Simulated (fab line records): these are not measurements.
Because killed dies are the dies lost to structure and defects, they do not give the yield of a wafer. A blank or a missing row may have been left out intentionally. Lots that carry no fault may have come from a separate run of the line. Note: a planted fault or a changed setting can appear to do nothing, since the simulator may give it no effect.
Which tool is to blame? ; flow n5Finfet ; 72 wafers from 24 lots sampled at 5 of the route's 1938 steps

== WHAT THE GAUGES SHOWED, per wafer ==
N5_PMOS_HMC_CHANNEL_EPI_OVL_MEAS_10. Usual: for PMOS_HMC_BLK_OVL the level is -0.1 nm and the standard deviation is 0.78.
lot;measured;on;PMOS_HMC_BLK_OVL (nm);flag
L074;day 1 17:19;overlay-01;-0.3 0.0 -0.9;
L075;day 1 23:17;overlay-01;0.3 0.1 0.4;
L076;day 2 05:10;overlay-01;-0.8 0.2 -0.1;
L077;day 2 11:35;overlay-01;0.0 0.7 -0.1;
L078;day 2 18:17;overlay-01;0.4 0.4 0.9;
L079;day 3 00:46;overlay-01;-1.0 -0.2 -0.4;
L080;day 3 05:23;overlay-02;0.9 0.1 0.2;
L081;day 3 11:16;overlay-01;-0.7 -0.5 -0.5;
L082;day 3 17:09;overlay-02;-0.5 -0.2 -0.6;
L083;day 3 23:00;overlay-02;-1.2 0.1 -0.5;
L084;day 4 05:31;overlay-02;1.1 0.7 1.3;
L085;day 4 11:23;overlay-02;-0.3 -0.7 -1.4;
L086;day 4 17:25;overlay-01;-0.5 -0.4 1.1;
L087;day 4 23:02;overlay-01;2.0 0.1 0.5;
L088;day 5 05:30;overlay-01;-0.6 -0.2 -1.2;
L089;day 5 11:05;overlay-01;-0.4 -0.5 0.6;
L090;day 5 17:59;overlay-02;-1.2 -0.3 -0.5;
L091;day 5 23:18;overlay-02;1.6 1.0 0.4;
L092;day 6 06:58;overlay-01;-1.2 -0.1 -0.5;
L093;day 6 17:38;overlay-01;-0.7 0.0 -0.7;
L094;day 6 18:36;overlay-01;-0.6 0.2 0.2;
L095;day 6 23:58;overlay-02;0.7 0.2 0.4;
L096;day 7 04:55;overlay-01;-0.4 0.6 -0.7;
L097;day 7 10:53;overlay-01;0.8 1.7 0.8;

N5_FIN_SAQP_CD_MEAS_31 targets a cd of 8 nm. Usual: cdNm reads 8.13 nm (standard deviation 0.21).
lot;measured;on;cdNm (nm);flag
L074;day 2 01:50;cdSem-01;8.13 8.63 8.31;
L075;day 2 09:35;cdSem-03;8.23 8.31 8.15;
L076;day 2 13:08;cdSem-02;8.31 8.11 8.40;
L077;day 2 19:55;cdSem-01;7.93 8.14 8.34;
L078;day 3 02:32;cdSem-02;8.03 8.01 8.00;
L079;day 3 11:11;cdSem-03;8.12 7.71 8.13;
L080;day 3 15:17;cdSem-02;7.98 8.17 8.03;
L081;day 3 19:42;cdSem-01;8.22 7.70 8.26;
L082;day 4 01:58;cdSem-02;7.96 8.12 8.31;
L083;day 4 07:49;cdSem-01;8.13 8.04 8.39;
L084;day 4 13:44;cdSem-03;8.13 8.39 8.23;
L085;day 4 20:58;cdSem-03;8.59 8.40 7.97;
L086;day 5 02:55;cdSem-01;8.35 8.53 8.08;
L087;day 5 09:26;cdSem-03;8.31 7.99 8.00;
L088;day 5 14:34;cdSem-01;8.27 7.99 8.12;
L089;day 5 19:29;cdSem-01;7.91 8.33 8.12;
L090;day 6 04:25;cdSem-01;8.18 8.35 7.92;
L091;day 6 09:28;cdSem-01;8.14 8.07 8.29;
L092;day 6 15:43;cdSem-02;8.07 7.83 8.44;
L093;day 7 01:55;cdSem-03;8.11 7.96 8.40;
L094;day 7 03:07;cdSem-03;8.74 8.20 7.86;
L095;day 7 07:49;cdSem-01;7.89 8.06 8.02;
L096;day 7 16:19;cdSem-01;8.17 7.89 8.59;
L097;day 7 19:01;cdSem-03;8.25 8.42 8.15;

== WHAT TOOL EACH LOT RAN ON (gives the tool, then ch and the chambers of the sampled wafers, and finally the start) ==
lot;N5_FIN_SAQP_HM_DEP_03;N5_FIN_SAQP_ETCH_65;N5_FIN_SAQP_RECESS_71
L074;pecvd-04 ch 0,2, day 1 21:11;rieSi-06 ch 0,1,2, day 2 00:17;vaporEtch-01 ch 1, day 2 01:01
L075;pecvd-04 ch 1,2, day 2 04:50;rieSi-06 ch 1,2,3, day 2 07:58;vaporEtch-01 ch 0,1, day 2 08:49
L076;pecvd-01 ch 0,1,2, day 2 08:32;rieSi-06 ch 0,3, day 2 11:44;vaporEtch-01 ch 0,1, day 2 12:29
L077;pecvd-04 ch 0,2, day 2 15:16;rieSi-06 ch 0,1,3, day 2 18:23;vaporEtch-01 ch 0,1, day 2 19:13
L078;pecvd-01 ch 0,1,2, day 2 21:40;rieSi-04 ch 0,1,3, day 3 01:09;vaporEtch-02 ch 0, day 3 01:52
L079;pecvd-04 ch 0,2, day 3 04:58;rieSi-06 ch 0,2,3, day 3 09:25;vaporEtch-01 ch 0,1, day 3 10:21
L080;pecvd-04 ch 0,2, day 3 09:58;rieSi-06 ch 0,1,2, day 3 13:44;vaporEtch-02 ch 0,1, day 3 14:33
L081;pecvd-01 ch 0,1,2, day 3 15:01;rieSi-06 ch 0,2, day 3 18:19;vaporEtch-01 ch 0,1, day 3 19:02
L082;pecvd-01 ch 1,2, day 3 20:34;rieSi-06 ch 2,3, day 3 23:36;vaporEtch-02 ch 0,1, day 4 00:19
L083;pecvd-03 ch 1,2, day 4 02:54;rieSi-01 ch 0,1,3, day 4 06:26;vaporEtch-01 ch 0,1, day 4 07:09
L084;pecvd-03 ch 0,1, day 4 09:20;rieSi-06 ch 0,2, day 4 12:19;vaporEtch-01 ch 0,1, day 4 13:02
L085;pecvd-01 ch 1,2, day 4 14:44;rieSi-04 ch 0,1,2, day 4 18:36;vaporEtch-01 ch 0,1, day 4 19:22
L086;pecvd-01 ch 1,2, day 4 21:07;rieSi-06 ch 0,1,3, day 5 01:19;vaporEtch-02 ch 0,1, day 5 02:06
L087;pecvd-04 ch 0,2, day 5 02:23;rieSi-04 ch 0,1,3, day 5 07:28;vaporEtch-01 ch 0,1, day 5 08:11
L088;pecvd-04 ch 0,1,2, day 5 09:38;rieSi-06 ch 0,2, day 5 13:04;vaporEtch-01 ch 0,1, day 5 13:55
L089;pecvd-01 ch 0,1, day 5 15:11;rieSi-01 ch 0,1, day 5 18:05;vaporEtch-01 ch 0,1, day 5 18:49
L090;pecvd-01 ch 0,1, day 5 22:07;rieSi-01 ch 0,1,3, day 6 02:56;vaporEtch-01 ch 1, day 6 03:40
L091;pecvd-04 ch 0,1, day 6 05:01;rieSi-01 ch 0,1,2, day 6 07:55;vaporEtch-02 ch 0,1, day 6 08:49
L092;pecvd-01 ch 0,1,2, day 6 10:55;rieSi-06 ch 0,3, day 6 14:09;vaporEtch-02 ch 0,1, day 6 14:55
L093;pecvd-03 ch 0,1, day 6 21:29;rieSi-04 ch 0,1, day 7 00:30;vaporEtch-01 ch 0,1, day 7 01:17
L094;pecvd-01 ch 0,1,2, day 6 22:28;rieSi-06 ch 2,3, day 7 01:44;vaporEtch-01 ch 0,1, day 7 02:27
L095;pecvd-01 ch 0,1,2, day 7 03:27;rieSi-01 ch 0,1, day 7 06:25;vaporEtch-02 ch 0,1, day 7 07:08
L096;pecvd-01 ch 0,1, day 7 09:34;rieSi-04 ch 0,1,3, day 7 14:53;vaporEtch-01 ch 0,1, day 7 15:39
L097;pecvd-03 ch 0,1,2, day 7 14:28;rieSi-01 ch 1,2,3, day 7 17:37;vaporEtch-02 ch 0,1, day 7 18:21
- N5_FIN_SAQP_HM_DEP_03: deposits SiNx from SiH4/NH3/N2, target thk 38 nm, time 33.6 s.
- N5_FIN_SAQP_ETCH_65: etches SiO2 in CF4, target depth 4 nm, time 4.4 s.
- N5_FIN_SAQP_RECESS_71: chemistry HF/NH3, target SiO2, target depth 3 nm, afs cycles 1, sublimation time 60 s.

== WHAT THE TOOLS THEMSELVES READ (means of the sampled wafers that have a number; where no wafer has one, the mark that the record gives instead) ==
N5_FIN_SAQP_HM_DEP_03. Usual: heaterPowerW 757 W, standard deviation 96; showerheadPlenumPTorr 5.12 Torr, standard deviation 0.073; throttleValvePct 40 %, standard deviation 3.3.
lot;tool;heaterPowerW (W);showerheadPlenumPTorr (Torr);throttleValvePct (%);flag
L074;pecvd-04;757;5.13;40;
L075;pecvd-04;760;5.11;38;
L076;pecvd-01;749;5.12;41;
L077;pecvd-04;774;5.12;38;
L078;pecvd-01;732;5.12;41;
L079;pecvd-04;794;5.12;40;
L080;pecvd-04;777;5.11;38;
L081;pecvd-01;763;5.12;42;
L082;pecvd-01;742;5.12;45;
L083;pecvd-03;566;5.13;38;
L084;pecvd-03;768;5.10;41;
L085;pecvd-01;824;5.19;42;
L086;pecvd-01;774;5.13;45;
L087;pecvd-04;725;5.10;38;
L088;pecvd-04;800;5.11;39;
L089;pecvd-01;803;5.06;44;
L090;pecvd-01;745;5.05;42;
L091;pecvd-04;872;5.12;41;
L092;pecvd-01;763;5.12;42;
L093;pecvd-03;838;5.10;41;
L094;pecvd-01;736;5.12;42;
L095;pecvd-01;824;5.12;42;
L096;pecvd-01;789;5.05;44;
L097;pecvd-03;721;5.13;39;

N5_FIN_SAQP_ETCH_65. Usual: drypumpMotorCurrentA 5.9 A, standard deviation 0.43; heBacksideLeakSccm 2.76 sccm, standard deviation 0.16; oesProductAu 0.996 a.u., standard deviation 0.022; throttleValvePct 21.74 %, standard deviation 0.23.
lot;tool;drypumpMotorCurrentA (A);heBacksideLeakSccm (sccm);oesProductAu (a.u.);throttleValvePct (%);flag
L074;rieSi-06;6.0;2.79;0.977;21.69;
L075;rieSi-06;5.9;2.70;1.010;21.83;
L076;rieSi-06;5.8;2.84;1.006;21.73;
L077;rieSi-06;6.1;2.77;1.005;21.74;
L078;rieSi-04;6.0;2.69;0.980;21.94;
L079;rieSi-06;5.8;2.92;0.995;21.68;
L080;rieSi-06;6.0;2.78;0.985;21.69;
L081;rieSi-06;5.9;2.94;0.973;21.55;
L082;rieSi-06;5.6;2.75;1.003;21.75;
L083;rieSi-01;5.8;2.85;1.012;21.75;
L084;rieSi-06;5.7;2.79;0.969;21.62;
L085;rieSi-04;5.9;2.65;0.993;21.76;
L086;rieSi-06;6.1;2.69;1.002;21.75;
L087;rieSi-04;6.0;2.62;0.996;21.95;
L088;rieSi-06;5.8;2.77;0.966;21.54;
L089;rieSi-01;5.3;2.75;1.017;21.71;
L090;rieSi-01;5.8;2.83;1.012;21.77;
L091;rieSi-01;5.4;2.67;1.016;21.62;
L092;rieSi-06;5.8;2.93;1.002;21.73;
L093;rieSi-04;6.0;2.70;0.983;21.96;
L094;rieSi-06;5.6;2.93;1.002;21.81;
L095;rieSi-01;5.2;2.84;1.010;21.76;
L096;rieSi-04;6.0;2.71;0.991;21.94;
L097;rieSi-01;5.9;2.67;0.998;21.61;

N5_FIN_SAQP_RECESS_71. Usual: drypumpMotorCurrentA reads 5.7 A (standard deviation 0.53).
lot;tool;drypumpMotorCurrentA (A);flag
L074;vaporEtch-01;6.2;
L075;vaporEtch-01;5.8;
L076;vaporEtch-01;5.8;
L077;vaporEtch-01;5.8;
L078;vaporEtch-02;6.3;
L079;vaporEtch-01;5.8;
L080;vaporEtch-02;6.0;
L081;vaporEtch-01;5.5;
L082;vaporEtch-02;5.8;
L083;vaporEtch-01;5.4;
L084;vaporEtch-01;5.8;
L085;vaporEtch-01;5.8;
L086;vaporEtch-02;5.8;
L087;vaporEtch-01;5.5;
L088;vaporEtch-01;5.5;
L089;vaporEtch-01;5.5;
L090;vaporEtch-01;6.2;
L091;vaporEtch-02;5.7;
L092;vaporEtch-02;6.0;
L093;vaporEtch-01;5.4;
L094;vaporEtch-01;5.8;
L095;vaporEtch-02;5.7;
L096;vaporEtch-01;5.8;
L097;vaporEtch-02;6.0;

== THE ANSWER, worked out from the rows above alone ==
Rule: a lot counts as off when the mean over its wafers that have a number is more than 3 standard deviations away from the usual mean. A lot without any number at a reading at which 4 lots or more have one is off too. Any other lot the step has rows for is counted as sound. First the gauges in route order, then the tools' own readings, where a lot's mean is used as printed above. At the first step where some lot is off, the reading lying furthest off is the one used; lots without a number count as furthest.
None of the lots is off at any reading shown; this tells nothing.

== WHAT WAS PUT IN BY THE SIMULATOR ==
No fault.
